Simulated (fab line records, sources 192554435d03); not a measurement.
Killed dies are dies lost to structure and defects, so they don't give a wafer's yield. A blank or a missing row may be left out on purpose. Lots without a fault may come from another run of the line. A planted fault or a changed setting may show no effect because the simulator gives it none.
Chamber matching | flow n5_finfet | N5_MOL_CONTACT_COAG_ETCH_66 on rie_diel-03: 4 sister chambers
The step etches SiARC in CF4, target depth 13 nm, time 21.7 s. 4 wafers are shown with their chamber, then 10 later ones without.

WAFERS WITH THEIR CHAMBER
wafer  | chamber | etch_rf_on_time_s (s)
L088.3 | 0       | 22.6
L088.5 | 3       | 23.2
L089.2 | 2       | 20.9
L089.3 | 1       | 20.5

WAFERS WITHOUT THEIR CHAMBER
wafer  | etch_rf_on_time_s (s)
L089.5 | 23.2
L094.3 | 23.0
L094.4 | 22.3
L094.5 | 20.8
L096.2 | 20.7
L096.3 | 20.6
L096.4 | 22.6
L097.1 | 22.3
L097.3 | 20.6
L097.6 | 22.3

WHICH CHAMBER EACH WENT THROUGH
wafer  | from the rows above     | in truth
L089.5 | 3                       | 3
L094.3 | can't be placed: 3 or 0 | 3
L094.4 | 0                       | 0
L094.5 | can't be placed: 2 or 1 | 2
L096.2 | can't be placed: 1 or 2 | 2
L096.3 | can't be placed: 1 or 2 | 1
L096.4 | 0                       | 0
L097.1 | 0                       | 0
L097.3 | can't be placed: 1 or 2 | 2
L097.6 | 0                       | 0
Placed correctly: 5 of 10. Can't be placed from these rows: 5 (the true chamber is among the candidates in 5). Placed wrongly: 0.
How it was worked out, from the rows above alone: a wafer's distance from a chamber is the root of the sum, over the readings, of the square of ((its reading less the chamber's mean) divided by the reading's scatter). The wafer belongs to the nearest chamber; if the next one is less than 2 further off, it can't be placed. A chamber's mean is the mean of its shown wafers. The scatter: with one shown wafer a chamber, the root of the mean of the squares of how far each hidden wafer lies from its nearest shown one.
